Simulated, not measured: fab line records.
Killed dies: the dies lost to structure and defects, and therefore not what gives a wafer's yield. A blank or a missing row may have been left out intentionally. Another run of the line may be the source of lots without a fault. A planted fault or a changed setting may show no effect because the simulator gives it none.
Matching of chambers -- flow nandHarc -- 4 sister chambers for NHARC_P_M0_DESCUM_14 on rieDiel-05
The step chemistry O2, time 3 s. 8 wafers are shown with their chamber, then 12 later ones without.

== WAFERS PAIRED WITH THEIR CHAMBERS ==
wafer,chamber,drypumpMotorCurrentA (A),oesProductAu (a.u.)
L080.2,3,5.2,1.012
L080.4,2,5.0,0.976
L085.1,3,5.1,1.009
L085.4,0,6.1,0.997
L085.6,0,6.0,1.003
L085.2,1,6.4,1.006
L085.3,2,5.0,1.000
L085.5,1,6.4,1.004

== WAFERS WITH NO CHAMBER GIVEN ==
wafer,drypumpMotorCurrentA (A),oesProductAu (a.u.)
L087.3,6.0,0.997
L087.5,5.2,1.008
L087.6,5.0,1.006
L088.3,5.2,0.999
L088.5,6.0,0.996
L088.6,5.2,1.007
L094.2,6.1,0.984
L094.3,5.2,0.999
L094.4,5.2,0.994
L097.1,6.1,1.001
L097.2,5.2,0.999
L097.3,5.0,1.014

== WHICH CHAMBER EACH ONE RAN IN ==
wafer,from the rows above,in truth
L087.3,0,0
L087.5,3,3
L087.6,can't be placed: 2 or 3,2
L088.3,3,3
L088.5,0,0
L088.6,3,3
L094.2,0,0
L094.3,3,3
L094.4,can't be placed: 3 or 2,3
L097.1,0,0
L097.2,3,3
L097.3,can't be placed: 2 or 3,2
Placed correctly: 9 of 12. Cannot be placed on the basis of these rows: 3; the candidates contain the true chamber in 3. Number placed wrongly: 0.
How it was worked out, from the rows above alone: a wafer's distance from a chamber is the root of the sum, over the readings, of the square of ((its reading less the chamber's mean) divided by the reading's scatter). If the next closest chamber is less than 2 further off than the closest, the wafer can't be placed; otherwise it belongs to the closest. For every chamber, the mean is computed from those of its wafers that are shown. The scatter: the root of (the sum of the squares of (reading less its chamber's mean) over the shown wafers, divided by (wafers less chambers)).
